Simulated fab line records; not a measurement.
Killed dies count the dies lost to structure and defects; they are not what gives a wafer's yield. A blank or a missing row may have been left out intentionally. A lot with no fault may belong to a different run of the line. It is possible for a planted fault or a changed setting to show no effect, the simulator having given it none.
A lot that was struck, set against a sound lot / flow n5_finfet / 14 out of 1938 route steps
Sound: these wafers, L412.2, L412.4, L412.6. Struck: wafer L425.2; the same lot's L425.5 was not struck, so it is left out; see the end for the cause.
Each step with rows lists, per side, the tool, then ch with its chambers, then its first start. Under that, the readings that differ: sound wafers / struck wafers / difference of the means / sigmas: that difference in standard deviations of wafers without a fault.
alike: readings whose means differ by less than 2 such deviations, and words and numbers that are the same on both sides. not compared: withheld readings, readings that some wafer has no value for, bounds like >300 that may hide the same value, and numbers for which the record gives no deviation and whose values overlap.
A row with sigmas, a row that says differs or no value, or rows on one side alone: a step with any of these is where the two part. Numbers that don't overlap but have no deviation are shown without sigmas and don't part them. A reading that every wafer of one side lacks parts them only if that side has two wafers or more.

first, 7 steps without rows for these wafers: N5_BEOL_M6_COAT_60 (time 60 s, resist thk 35 nm); N5_BEOL_M6_COAT_05 (resist thk 90 nm); N5_BEOL_M6_EBR_07; N5_BEOL_M6_SOFTBAKE_06 (time 60 s); N5_BEOL_M6_EXPOSE_08 (exposes mask M6); N5_BEOL_M6_PEB_09 (peb time 60 s); N5_BEOL_M6_DEVELOP_10 (develop time 30 s).
N5_BEOL_M6_CD_MEAS_11: the cd target is 38.5 nm.
  sound on cd_sem-03 ch 0, day 9 02:29; struck on cd_sem-03 ch 0, day 13 00:40
  alike: cd_nm
N5_BEOL_M6_OVL_MEAS_12:
  sound on overlay-02 ch 0, day 9 02:31; struck on overlay-02 ch 0, day 13 00:42
  alike: M6_OVL
N5_BEOL_M6_INSPECT_13: inspects for defects (brightfield).
  sound: defect_inspect-02 at day 9 02:32; struck: defect_inspect-02 at day 13 00:44
  alike: raw_defect_count
N5_BEOL_M6_DESCUM_16: chemistry O2, time 7.9 s.
  sound on rie_diel-01 ch 1,2,3, day 9 02:34; struck on rie_diel-06 ch 2, day 13 01:22
reading=oes_product_au (a.u.); sound=0.69 0.84 0.69; struck=0.91; difference=+0.17; sigmas=+2
  alike: drypump_motor_current_A, rf_vpp_V, showerhead_plenum_p_Torr, temp_c, throttle_valve_pct
  not compared: rf_hours_counter_h
N5_BEOL_M6_ETCH_61: etches SiARC in CF4, target depth 45.5 nm, time 75.8 s.
  sound on rie_diel-01 ch 1,2,3, day 9 02:36; struck on rie_diel-06 ch 2, day 13 01:23
reading=oes_product_au (a.u.); sound=0.60 0.73 0.60; struck=0.77; difference=+0.13; sigmas=+2
  alike: bias_w, drypump_motor_current_A, etch_rf_on_time_s, rf_vpp_V, showerhead_plenum_p_Torr, throttle_valve_pct
  not compared: rf_hours_counter_h
N5_BEOL_M6_ETCH_62: etches SOC in N2/H2, target depth 110 nm, overetch 22 nm, time 165 s.
  sound on rie_diel-01 ch 1,2,3, day 9 02:40; struck on rie_diel-06 ch 2, day 13 01:27
reading=oes_product_au (a.u.); sound=0.60 0.72 0.59; struck=0.87; difference=+0.23; sigmas=+4
reading=temp_c (C); sound=40.08 39.95 40.04; struck=39.78; difference=-0.24; sigmas=-2
reading=model.SiARC_of_BEOL_M6_COAT_60.thk_nm (nm); sound=28.4 28.2 28.4; struck=28.8; difference=+0.5; sigmas=
  alike: drypump_motor_current_A, rf_vpp_V, showerhead_plenum_p_Torr, throttle_valve_pct
  not compared: bias_w, rf_hours_counter_h
then, 1 step without rows for these wafers: N5_BEOL_M6_STRIP_68 (strips in N2/H2).

## WHERE THEY PART
Last at N5_BEOL_M6_ETCH_62 as far as this record goes, first at N5_BEOL_M6_DESCUM_16.

WHY: whatever the simulator had introduced
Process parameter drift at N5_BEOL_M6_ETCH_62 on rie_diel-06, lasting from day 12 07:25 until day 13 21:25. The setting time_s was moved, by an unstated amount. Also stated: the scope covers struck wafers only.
